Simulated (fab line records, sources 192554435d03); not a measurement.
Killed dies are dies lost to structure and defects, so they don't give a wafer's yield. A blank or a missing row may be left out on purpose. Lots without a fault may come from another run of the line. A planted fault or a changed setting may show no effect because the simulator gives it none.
Which tool did it? | flow n5_finfet | 10 lots, 30 wafers sampled, at 5 steps of a route of 1938

WHAT THE GAUGES READ, wafer by wafer
N5_SDB_THK_MEAS_31. Usual: SDB_THK 64.4 nm, standard deviation 0.97.
lot  | measured    | on            | SDB_THK (nm)   | flag
L646 | day 3 22:34 | film_metro-01 | 64.8 65.6 64.3 |
L648 | day 4 10:08 | film_metro-01 | 63.8 64.5 63.1 |
L654 | day 6 01:51 | film_metro-02 | 65.4 64.9 63.8 |
L656 | day 6 14:05 | film_metro-02 | 63.9 64.6 65.7 |
L658 | day 7 01:34 | film_metro-02 | 64.0 64.3 62.9 |
L659 | day 7 06:11 | film_metro-01 | 64.9 65.8 64.4 |
L660 | day 7 13:46 | film_metro-02 | 65.4 64.4 63.8 |
L663 | day 8 05:16 | film_metro-01 | 64.4 63.9 64.7 |
L668 | day 9 18:58 | film_metro-02 | 63.5 65.4 64.4 |
L669 | day 9 22:33 | film_metro-01 | 63.5 63.4 62.8 |

N5_HKMG_FIN_CD_MEAS_49: target cd 202 nm. Usual: cd_nm 202.2 nm, standard deviation 0.57.
lot  | measured     | on        | cd_nm (nm)        | flag
L646 | day 4 00:13  | cd_sem-02 | 201.0 201.2 200.7 |
L648 | day 4 11:43  | cd_sem-03 | 202.3 203.0 203.0 |
L654 | day 6 03:25  | cd_sem-01 | 201.7 202.3 201.6 |
L656 | day 6 15:53  | cd_sem-02 | 201.6 202.3 201.5 |
L658 | day 7 03:23  | cd_sem-03 | 201.8 201.7 202.3 |
L659 | day 7 07:44  | cd_sem-01 | 202.7 202.1 202.8 |
L660 | day 7 15:26  | cd_sem-03 | 201.8 202.2 201.3 |
L663 | day 8 06:50  | cd_sem-03 | 202.5 202.5 202.7 |
L668 | day 9 20:52  | cd_sem-02 | 203.4 202.4 202.4 |
L669 | day 10 00:24 | cd_sem-02 | 202.6 202.9 202.2 |

N5_BEOL_M4_RC_MEAS_101. Usual: DIBL_N 35.7 mV/V, standard deviation 1.3; DIBL_P 35.4 mV/V, standard deviation 1.8; IOFF_N 0.152 nA/um, standard deviation 0.027; IOFF_P 0.20 nA/um, standard deviation 0.034; ION_N 672 uA/um, standard deviation 9.8; ION_P 461 uA/um, standard deviation 7.5; SS_N 71.4 mV/dec, standard deviation 0.55; SS_P 73.1 mV/dec, standard deviation 0.61; VT_N 251 mV, standard deviation 3.3; VT_P -251 mV, standard deviation 3.6.
lot  | measured     | on        | DIBL_N (mV/V)  | DIBL_P (mV/V)  | IOFF_N (nA/um)    | IOFF_P (nA/um) | ION_N (uA/um) | ION_P (uA/um) | SS_N (mV/dec)  | SS_P (mV/dec)  | VT_N (mV)   | VT_P (mV)      | flag
L646 | day 7 18:44  | prober-02 | 37.2 35.0 35.2 | 39.2 38.2 36.6 | 0.199 0.160 0.161 | 0.27 0.24 0.22 | 681 672 684   | 469 465 467   | 72.2 71.1 71.0 | 74.2 73.9 73.7 | 247 248 248 | -244 -246 -247 |
L648 | day 8 11:07  | prober-01 | 38.6 34.7 34.8 | 38.5 32.9 34.2 | 0.217 0.139 0.144 | 0.30 0.21 0.22 | 674 671 673   | 468 463 460   | 72.4 71.0 71.6 | 74.4 72.9 73.5 | 248 251 251 | -244 -249 -248 |
L654 | day 10 02:28 | prober-02 | 33.7 35.1 33.6 | 32.3 34.0 32.7 | 0.114 0.131 0.112 | 0.16 0.19 0.17 | 666 674 666   | 458 463 467   | 70.7 71.6 72.0 | 72.2 72.7 72.5 | 256 255 255 | -253 -253 -255 |
L656 | day 10 11:20 | prober-02 | 37.7 35.7 34.8 | 38.4 35.6 34.8 | 0.186 0.148 0.139 | 0.26 0.22 0.21 | 680 662 677   | 466 463 465   | 72.5 71.3 70.7 | 74.4 73.1 73.3 | 250 250 250 | -245 -248 -248 |
L658 | day 11 00:10 | prober-02 | 35.2 34.1 35.6 | 34.3 33.3 35.7 | 0.139 0.125 0.146 | 0.16 0.15 0.17 | 649 659 653   | 445 449 445   | 71.2 70.1 71.2 | 73.1 73.0 73.2 | 252 251 254 | -256 -256 -256 |
L659 | day 11 01:20 | prober-02 | 34.1 35.7 36.3 | 33.8 35.6 36.0 | 0.115 0.138 0.146 | 0.16 0.18 0.19 | 656 673 661   | 450 454 452   | 71.3 72.0 71.7 | 72.5 72.6 73.2 | 254 254 253 | -253 -255 -254 |
L660 | day 11 20:35 | prober-01 | 36.5 36.3 35.8 | 35.6 37.1 35.7 | 0.155 0.163 0.149 | 0.21 0.23 0.20 | 667 668 663   | 460 465 460   | 71.5 71.2 71.9 | 73.4 72.8 72.5 | 252 250 250 | -252 -247 -248 |
L663 | day 12 15:07 | prober-01 | 34.7 33.4 35.4 | 33.2 31.7 35.0 | 0.143 0.122 0.164 | 0.19 0.17 0.21 | 674 666 676   | 463 462 469   | 72.2 71.8 72.1 | 73.0 73.3 73.5 | 252 254 252 | -249 -251 -249 |
L668 | day 13 20:10 | prober-01 | 34.3 36.4 35.3 | 34.6 36.6 35.2 | 0.123 0.150 0.124 | 0.18 0.20 0.17 | 663 673 667   | 458 464 456   | 71.2 71.5 71.2 | 72.0 73.5 72.7 | 253 250 253 | -252 -250 -251 |
L669 | day 14 06:29 | prober-02 | 34.8 33.8 35.4 | 33.5 32.4 34.7 | 0.121 0.104 0.132 | 0.19 0.17 0.20 | 674 653 668   | 459 457 467   | 70.5 70.8 71.3 | 73.0 72.3 73.0 | 254 259 252 | -252 -253 -249 |

WHICH TOOL RAN EACH LOT (tool, then ch and the chambers of the sampled wafers, then the start)
lot  | N5_SDB_CMP_30                | N5_HKMG_FIN_ETCH_54
L646 | cmp-03 ch 2,3, day 3 22:16   | rie_diel-06 ch 1,2,3, day 4 00:23
L648 | cmp-04 ch 1,2,3, day 4 09:50 | rie_diel-01 ch 1,2,3, day 4 11:50
L654 | cmp-04 ch 0,2,3, day 6 01:35 | rie_diel-01 ch 0,1,3, day 6 03:52
L656 | cmp-02 ch 1,3, day 6 13:47   | rie_diel-01 ch 0,3, day 6 16:05
L658 | cmp-02 ch 1,2, day 7 01:16   | rie_diel-05 ch 0,1,2, day 7 03:31
L659 | cmp-02 ch 0,1,3, day 7 05:55 | rie_diel-06 ch 1,2, day 7 08:00
L660 | cmp-03 ch 1,2,3, day 7 13:28 | rie_diel-05 ch 0,1,2, day 7 15:34
L663 | cmp-03 ch 0,1, day 8 05:01   | rie_diel-05 ch 1,2, day 8 07:02
L668 | cmp-04 ch 1,3, day 9 18:42   | rie_diel-06 ch 0,2,3, day 9 20:59
L669 | cmp-02 ch 1,2,3, day 9 22:18 | rie_diel-01 ch 0,1,2, day 10 00:31
- N5_SDB_CMP_30: polishes, stops on poly-Si, t overpolish 1.54 s, target thk 30 nm.
- N5_HKMG_FIN_ETCH_54: etches SiARC in CF4, target depth 45.5 nm, time 75.8 s.

WHAT THE TOOLS THEMSELVES READ (means of the sampled wafers that have a number; where no wafer has one, the mark that the record gives instead)
N5_SDB_CMP_30. Usual: motor_current_A 12.1 A, standard deviation 1.5; overpolish_run_s 1.541 s, standard deviation 0.0098; retaining_ring_pressure_frac 0.999, standard deviation 0.0053; time_to_endpoint_s 18.1 s, standard deviation 2.
lot  | tool   | motor_current_A (A) | overpolish_run_s (s) | retaining_ring_pressure_frac | time_to_endpoint_s (s) | flag
L646 | cmp-03 | 13.9                | 1.540                | 1.006                        | 18.3                   |
L648 | cmp-04 | 11.4                | 1.532                | 0.999                        | 18.3                   |
L654 | cmp-04 | 13.0                | 1.530                | 1.000                        | 19.4                   |
L656 | cmp-02 | 11.4                | 1.536                | 0.996                        | 15.7                   |
L658 | cmp-02 | 11.2                | 1.543                | 0.999                        | 16.7                   |
L659 | cmp-02 | 12.3                | 1.533                | 0.997                        | 18.3                   |
L660 | cmp-03 | 13.0                | 1.535                | 0.998                        | 19.2                   |
L663 | cmp-03 | 11.6                | 1.536                | 1.000                        | 16.6                   |
L668 | cmp-04 | 11.0                | 1.543                | 0.996                        | 16.6                   |
L669 | cmp-02 | 11.1                | 1.551                | 0.995                        | 20.2                   |

N5_HKMG_FIN_ETCH_54. Usual: drypump_motor_current_A 5.6 A, standard deviation 0.41; etch_rf_on_time_s 75.4 s, standard deviation 1.1; oes_product_au 0.69 a.u., standard deviation 0.076; rf_vpp_V 184.1 V, standard deviation 1.3; showerhead_plenum_p_Torr 2.15 Torr, standard deviation 0.071; throttle_valve_pct 15.63 %, standard deviation 0.28.
lot  | tool        | drypump_motor_current_A (A) | etch_rf_on_time_s (s) | oes_product_au (a.u.) | rf_vpp_V (V) | showerhead_plenum_p_Torr (Torr) | throttle_valve_pct (%) | flag
L646 | rie_diel-06 | 5.9                         | 76.4                  | 0.67                  | 184.8        | 2.21                            | 15.78                  |
L648 | rie_diel-01 | 5.4                         | 75.0                  | 0.68                  | 183.4        | 2.10                            | 15.42                  |
L654 | rie_diel-01 | 5.7                         | 108.5                 | 0.59                  | 205.7        | 2.11                            | 15.65                  | OFF
L656 | rie_diel-01 | 5.9                         | 141.2                 | 0.54                  | 229.0        | 2.11                            | 15.74                  | OFF
L658 | rie_diel-05 | 5.7                         | 74.3                  | 0.77                  | 184.4        | 2.13                            | 15.44                  |
L659 | rie_diel-06 | 6.1                         | 75.9                  | 0.71                  | 184.4        | 2.22                            | 15.69                  |
L660 | rie_diel-05 | 5.7                         | 73.5                  | 0.77                  | 183.6        | 2.12                            | 15.44                  |
L663 | rie_diel-05 | 5.9                         | 74.3                  | 0.77                  | 184.6        | 2.15                            | 15.42                  |
L668 | rie_diel-06 | 5.4                         | 75.8                  | 0.63                  | 184.1        | 2.19                            | 15.91                  |
L669 | rie_diel-01 | 5.7                         | 75.8                  | 0.61                  | 183.4        | 2.10                            | 15.79                  |

THE ANSWER, worked out from the rows above alone
Rule: a lot is off if the mean of its wafers that have a number lies more than 3 standard deviations from the usual mean. A lot without any number at a reading at which 4 lots or more have one is off too. The other lots that the step has rows for count as sound. The gauges are gone through in route order, then the tools' own readings, and for those a lot's mean is taken as printed above. The first step at which some lot is off is used, and at that step the reading that is off furthest; a lot without a number counts as furthest.
Off: L654, L656, at N5_HKMG_FIN_ETCH_54 (etch_rf_on_time_s).
A tool fits if, at that step or a process step before it, it ran every lot that is off, and no sound lot after the first of them. None of those tried fits.

WHAT THE SIMULATOR HAD PUT IN
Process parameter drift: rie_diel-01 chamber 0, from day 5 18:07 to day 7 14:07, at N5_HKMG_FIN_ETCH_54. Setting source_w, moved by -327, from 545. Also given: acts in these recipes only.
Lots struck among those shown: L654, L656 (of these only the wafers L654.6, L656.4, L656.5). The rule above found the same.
